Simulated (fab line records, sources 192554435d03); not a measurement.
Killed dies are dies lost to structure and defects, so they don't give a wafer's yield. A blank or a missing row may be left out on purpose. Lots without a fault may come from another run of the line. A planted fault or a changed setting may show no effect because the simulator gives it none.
fab line records | flow n5_finfet
record lots=11 wafers=32 last_day=17
route steps=1938 shown BEOL_M9@1414 PASSIVATION@1936
lots that met no fault: from a run of the same line without faults
start_h: hours from the record's first day to the start of the lot's first wafer shown | wait_h: hours since the lot's step before | " the same as in the row above | L1.1+2: a row that stands for several wafers | - no value, or no start given | * or withheld: withheld | < > ~ a bound
route shown NAME@n: a module of which the file shows steps, and the number in the route of the first | usual: mean/standard deviation of fault-free wafers | same: alike in all rows | chamber/n: place in a boat | sites: the reading at each site | _std_site: their standard deviation | _edge_site: outer sites' mean less inner sites' | radius_mm: how far each site lies from the wafer's centre | mask NAME#n: copy n | behind: the tool/chamber that last shaped the wafer | hold: why the lot was held/for how many hours/how that ended | device: the transistor (n, p or np) that didn't switch | end of line: the same wafers' tests at the end of the route | a step without rows: its recipe alone | killed: dies lost to structure and defects at the first sort, not the wafer's yield | map: a wafer's dies, x killed, . not, _ none there
set.NAME: the setting as run; set.NAME@STEP: as run at that earlier step | model.NAME: the simulator's own value behind a step, which no gauge read
steps of the route over a sample of lots; a table a step, a row a wafer
services: from which hour (start_h, from the record's first day; less than 0 if before it) a tool's chamber was out of use, for how many hours, and why
## steps
# step N5_BEOL_M9_CD_MEAS_11
# recipe target_cd_nm=64.1 landing_energy_ev=500 detector=se_inlens polarity=opening
# usual cd_nm=64.2/0.56
# columns lot.wafer tool chamber start_h wait_h cd_nm
L162.2 cd_sem-03 0 202.08 - 63.7
L162.3 " 0 " " 63.9
L162.5 " 0 " " 63.4
L165.1 cd_sem-01 0 224.60 - 63.8
L165.3 " 0 " " 63.6
L165.4 " 0 " " 63.7
L166.1 cd_sem-02 0 227.06 - 63.2
L166.3 " 0 " " 63.4
L166.5 " 0 " " 63.4
L167.1 cd_sem-02 0 248.12 - 64.7
L167.4 " 0 " " 65.2
L169.1 cd_sem-03 0 248.34 - 64.4
L169.2 " 0 " " 64.9
L169.3 " 0 " " 64.2
L173.3 cd_sem-03 0 283.88 - 64.1
L173.5 " 0 " " 64.3
L173.6 " 0 " " 64.5
L175.2 cd_sem-02 0 299.54 - 64.5
L175.3 " 0 " " 64.2
L175.4 " 0 " " 63.7
L177.4 cd_sem-02 0 303.07 - 63.7
L177.5 " 0 " " 63.7
L177.6 " 0 " " 63.8
L183.1 cd_sem-02 0 334.76 - 64.2
L183.2 " 0 " " 63.7
L183.3 " 0 " " 63.7
L185.1 cd_sem-01 0 337.22 - 64.4
L185.3 " 0 " " 64.3
L185.6 " 0 " " 64.4
L184.2 cd_sem-03 0 339.76 - 63.8
L184.3 " 0 " " 63.8
L184.4 " 0 " " 63.5
# step N5_BEOL_M9_INSPECT_13
# recipe mode=adi inspect_instrument=brightfield
# usual raw_defect_count=431/99
# columns lot.wafer tool chamber start_h wait_h raw_defect_count
L162.2 defect_inspect-02 - 202.13 0.0 426
L162.3 " - " " 558
L162.5 " - " " 361
L165.1 defect_inspect-02 - 224.66 0.0 323
L165.3 " - " " 539
L165.4 " - " " 353
L166.1 defect_inspect-01 - 227.15 0.0 433
L166.3 " - " " 646
L166.5 " - " " 447
L167.1 defect_inspect-01 - 248.18 0.0 660
L167.4 " - " " 491
L169.1 defect_inspect-02 - 248.40 0.0 580
L169.2 " - " " 382
L169.3 " - " " 317
L173.3 defect_inspect-01 - 283.94 0.0 465
L173.5 " - " " 402
L173.6 " - " " 424
L175.2 defect_inspect-01 - 299.60 0.0 479
L175.3 " - " " 366
L175.4 " - " " 427
L177.4 defect_inspect-01 - 303.12 0.0 402
L177.5 " - " " 481
L177.6 " - " " 398
L183.1 defect_inspect-02 - 334.82 0.0 429
L183.2 " - " " 371
L183.3 " - " " 279
L185.1 defect_inspect-02 - 337.27 0.0 311
L185.3 " - " " 347
L185.6 " - " " 414
L184.2 defect_inspect-02 - 339.82 0.0 422
L184.3 " - " " 419
L184.4 " - " " 290
# step N5_BEOL_M9_STRIP_19
# recipe chemistry=O2 power_w=400 temp_c=40 pressure_mtorr=30 rf_frequency_hz=6e+07 bias_power_w=0 overash_fraction=0.2 o2_flow_sccm=225
# usual drypump_motor_current_A=5.9/0.38 oes_product_au=0.79/0.1 rf_vpp_V=3.7/0.59 showerhead_plenum_p_Torr=2.11/0.064 throttle_valve_pct=16.78/0.27
# columns lot.wafer tool chamber start_h wait_h drypump_motor_current_A oes_product_au rf_hours_counter_h rf_vpp_V showerhead_plenum_p_Torr throttle_valve_pct
L162.2 rie_diel-02 0 202.69 0.1 6.1 0.68 262 3.7 2.15 17.05
L162.3 " 0 " " 6.1 0.68 - 4.0 2.15 17.03
L162.5 " 1 " " 6.3 0.66 - 3.5 1.97 17.09
L165.1 rie_diel-02 0 225.26 0.1 6.1 0.67 273 3.5 2.14 17.05
L165.3 " 3 " " 5.7 0.67 255 4.3 2.07 17.12
L165.4 " 3 " " 5.8 0.66 - 3.1 2.07 17.11
L166.1 rie_diel-04 1 227.63 0.1 6.5 0.85 58 4.0 2.12 16.70
L166.3 " 2 " " 5.3 0.93 17 4.3 2.13 16.25
L166.5 " 2 " " 5.3 0.92 - 4.1 2.13 16.24
L167.1 rie_diel-02 2 248.68 0.2 5.9 0.73 165 3.8 2.09 17.02
L167.4 " 0 " " 6.1 0.67 - 3.7 2.14 17.06
L169.1 rie_diel-04 1 248.81 0.1 6.4 0.85 64 4.0 2.12 16.71
L169.2 " 3 " " 5.4 0.87 52 3.4 2.15 16.54
L169.3 " 0 " " 5.4 0.76 150 4.0 2.02 16.73
L173.3 rie_diel-05 3 284.35 0.1 5.8 0.71 203 3.2 2.15 16.98
L173.5 " 3 " " 5.9 0.72 - 3.7 2.15 17.02
L173.6 " 0 " " 5.0 0.77 - 3.0 2.08 17.00
L175.2 rie_diel-02 2 300.10 0.1 5.9 0.72 184 4.2 2.08 17.05
L175.3 " 1 " " 6.3 0.95 10 4.1 2.24 16.53
L175.4 " 0 " " 6.1 0.96 - 3.2 2.14 16.50
L177.4 rie_diel-05 0 303.56 0.1 5.0 0.76 164 3.7 2.08 17.03
L177.5 " 3 " " 5.8 0.72 - 3.6 2.14 16.99
L177.6 " 2 " " 5.9 0.77 - 4.7 2.10 16.81
L183.1 rie_diel-02 1 335.42 0.1 6.3 0.92 23 4.1 2.24 16.56
L183.2 " 3 " " 5.7 0.97 6 3.2 2.06 16.66
L183.3 " 2 " " 5.9 0.71 197 2.0 2.08 17.06
L185.1 rie_diel-04 1 337.69 0.1 6.5 0.82 89 4.7 2.11 16.74
L185.3 " 0 " " 5.4 0.73 175 3.8 2.01 16.76
L185.6 " 2 " " 5.3 0.87 - 3.9 2.12 16.30
L184.2 rie_diel-02 0 340.24 0.1 6.1 0.91 17 3.9 2.13 16.56
L184.3 " 2 " " 6.0 0.71 198 3.9 2.08 17.08
L184.4 " 3 " " 5.7 0.98 7 3.9 2.06 16.69
# step N5_BEOL_M9_EXPOSE_25
# recipe mask_id=V8 na=0.33 source_shape=annular sigma_inner=0.4 sigma_outer=0.8 polarization=unpolarized dose_mj=37.25
# usual exposure_dose_mJ_cm2=37.21/0.061
# columns lot.wafer tool chamber start_h wait_h mask exposure_dose_mJ_cm2
L162.2 euv_scanner-01 0 204.17 - V8#0 37.11
L162.3 " 0 " " V8#0 37.14
L162.5 " 0 " " V8#0 37.13
L165.1 euv_scanner-01 0 225.55 - V8#0 37.21
L165.3 " 0 " " V8#0 37.17
L165.4 " 0 " " V8#0 37.22
L166.1 euv_scanner-02 0 230.27 - V8#0 37.28
L166.3 " 0 " " V8#0 37.32
L166.5 " 0 " " V8#0 37.29
L169.1 euv_scanner-02 0 249.07 - V8#0 37.31
L169.2 " 0 " " V8#0 37.36
L169.3 " 0 " " V8#0 37.31
L167.1 euv_scanner-01 0 249.23 - V8#0 37.14
L167.4 " 0 " " V8#0 37.17
L173.3 euv_scanner-02 0 285.54 - V8#0 37.31
L173.5 " 0 " " V8#0 37.30
L173.6 " 0 " " V8#0 37.29
L175.2 euv_scanner-02 0 301.48 - V8#0 35.66
L175.3 " 0 " " V8#0 35.68
L175.4 " 0 " " V8#0 35.68
L177.4 euv_scanner-02 0 304.42 - V8#0 36.03
L177.5 " 0 " " V8#0 35.99
L177.6 " 0 " " V8#0 35.96
L183.1 euv_scanner-01 0 335.66 - V8#0 37.16
L183.2 " 0 " " V8#0 37.21
L183.3 " 0 " " V8#0 37.19
L185.1 euv_scanner-01 0 338.18 - V8#0 37.10
L185.3 " 0 " " V8#0 37.13
L185.6 " 0 " " V8#0 37.16
L184.2 euv_scanner-01 0 342.16 - V8#0 37.23
L184.3 " 0 " " V8#0 37.19
L184.4 " 0 " " V8#0 37.24
# step N5_BEOL_M9_CD_MEAS_28
# recipe target_cd_nm=70 landing_energy_ev=500 detector=se_inlens polarity=opening
# usual cd_nm=69.91/0.29
# columns lot.wafer tool chamber start_h wait_h cd_nm
L162.2 cd_sem-01 0 204.30 - 69.95
L162.3 " 0 " " 70.12
L162.5 " 0 " " 69.97
L165.1 cd_sem-02 0 225.68 - 70.07
L165.3 " 0 " " 69.88
L165.4 " 0 " " 70.25
L166.1 cd_sem-01 0 230.40 - 69.93
L166.3 " 0 " " 69.64
L166.5 " 0 " " 70.05
L169.1 cd_sem-03 0 249.20 - 70.36
L169.2 " 0 " " 69.77
L169.3 " 0 " " 70.28
L167.1 cd_sem-03 0 249.36 - 69.93
L167.4 " 0 " " 69.90
L173.3 cd_sem-03 0 285.66 - 69.98
L173.5 " 0 " " 69.84
L173.6 " 0 " " 69.71
L175.2 cd_sem-03 0 301.60 - 68.64
L175.3 " 0 " " 69.08
L175.4 " 0 " " 69.19
L177.4 cd_sem-02 0 304.53 - 69.20
L177.5 " 0 " " 68.89
L177.6 " 0 " " 69.03
L183.1 cd_sem-02 0 335.79 - 70.00
L183.2 " 0 " " 69.83
L183.3 " 0 " " 70.03
L185.1 cd_sem-01 0 338.31 - 69.77
L185.3 " 0 " " 70.20
L185.6 " 0 " " 70.11
L184.2 cd_sem-03 0 342.28 - 69.60
L184.3 " 0 " " 69.61
L184.4 " 0 " " 69.80
# step N5_PASSIVATION_PROBE_49
# usual defect_limited_yield=91.2/1.4 killed_at_M0_to_M3=32/10 killed_at_M4_up=14/6.2 killed_at_contacts=12/6.3 killed_at_front_end=42/13 killed_at_other=4/3.4 killed_dies=104/17 killed_open=67/12 killed_short=34/8.1 sort_bin_4_leakage=0.02/0.13 sort_bin_5_function=5.2/0.93 sort_bin_6_memory=3.2/0.65 sort_n_pass=1075/16 sort_yield_pct=91.1/1.4
# same gross_dies=1180 killed_at_back_side=0 sort_bin_8_speed[%]=0
# columns lot.wafer tool chamber start_h wait_h defect_limited_yield[%] killed_at_M0_to_M3 killed_at_M4_up killed_at_contacts killed_at_front_end killed_at_other killed_dies killed_open killed_short sort_bin_4_leakage[%] sort_bin_5_function[%] sort_bin_6_memory[%] sort_n_pass sort_yield_pct[%]
L177.4 prober-02 - 360.65 0.2 90.6 38 10 16 47 0 111 68 42 0 5.3 3.5 1069 90.6
L177.5 prober-02 - 360.70 0.2 88.8 39 10 20 58 5 132 85 47 0 6.0 4.5 1048 88.8
L177.6 prober-02 - 360.75 0.3 90.8 40 13 4 47 5 109 74 34 0 5.3 3.5 1071 90.8
# killed by level:class
L177.4 FIN_SAQP:geometric_particle:short=13 MOL_CONTACT_COAG:geometric_particle:open=10 FIN_SAQP:geometric_particle:open=9 STI_FIN_REVEAL:geometric_particle:open=8 BEOL_M3:geometric_particle:open=7 BEOL_M1:geometric_particle:open=6 MOL_CONTACT_COAG:geometric_particle:short=6 BEOL_M0_SAQP:geometric_particle:short=6
L177.5 MOL_CONTACT_COAG:geometric_particle:open=17 DUMMY_GATE:geometric_particle:open=12 FIN_SAQP:geometric_particle:open=11 BEOL_M0_SAQP:geometric_particle:short=11 STI_FIN_REVEAL:geometric_particle:open=10 FIN_SAQP:geometric_particle:short=8 BEOL_M2:geometric_particle:open=7 BEOL_M0_SAQP:geometric_particle:open=5
L177.6 FIN_SAQP:geometric_particle:open=14 BEOL_M3:geometric_particle:open=13 FIN_SAQP:geometric_particle:short=11 BEOL_M0_SAQP:geometric_particle:short=7 BEOL_M0_SAQP:geometric_particle:open=7 GATE_CUT:geometric_particle:open=6 STI_FIN_REVEAL:geometric_particle:open=5 BEOL_M1:geometric_particle:open=4
## services
# columns tool chamber start_h hours kind
euv_scanner-02 - 184.59 1.0 pm
euv_scanner-01 - 185.66 1.2 repair
rie_diel-05 1 190.32 5.2 repair
euv_scanner-01 - 197.07 1.0 pm
euv_scanner-01 0 233.09 - calibration
rie_diel-05 2 233.75 3.4 repair
euv_scanner-01 - 234.10 0.9 repair
euv_scanner-01 - 240.38 4.6 pm
euv_scanner-01 - 253.22 1.0 pm
rie_diel-02 1 255.03 - clean
rie_diel-02 1 255.03 - consumable_replace:focus_ring
rie_diel-02 1 255.03 - consumable_replace:showerhead
rie_diel-02 1 255.03 15.8 scheduled_down
rie_diel-02 1 255.03 15.8 vent_cycle
rie_diel-02 - 256.05 0.7 repair
rie_diel-02 0 260.26 18.6 repair
euv_scanner-02 - 262.99 2.0 repair
rie_diel-02 0 278.93 - clean
rie_diel-02 0 278.93 - consumable_replace:focus_ring
euv_scanner-02 - 296.89 1.0 pm
euv_scanner-02 - 297.92 3.0 repair
euv_scanner-01 - 309.37 1.0 pm
rie_diel-04 1 309.85 1.3 repair
euv_scanner-02 - 310.38 4.6 pm
## key
first_sign step=N5_BEOL_M9_EXPOSE_25 reading=exposure_dose_mJ_cm2 direction=down sigmas=23 usual=37.21 struck=35.83
effect step=N5_BEOL_M9_CD_MEAS_28 reading=cd_nm direction=down sigmas=3.2 usual=69.91 struck=69.00 through=control_loop
met_at N5_BEOL_M9_EXPOSE_25
struck_lots L175,L177
loop_trim step=N5_BEOL_M9_EXPOSE_25 setting=dose lots=L177
not_acting_at N5_BEOL_M9_CD_MEAS_11,N5_BEOL_M9_INSPECT_13,N5_BEOL_M9_STRIP_19
onset_between 285.54 301.48
fault kind=process_parameter_drift tool=euv_scanner-02 chamber=- onset_h=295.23 steps=N5_BEOL_M9_EXPOSE_25 channel=dose_mj offset=-1.5687 shape=step acts_in=these_recipes_only stated=37.25
# loop_trim: a control loop set the setting to another value than it would have without faults
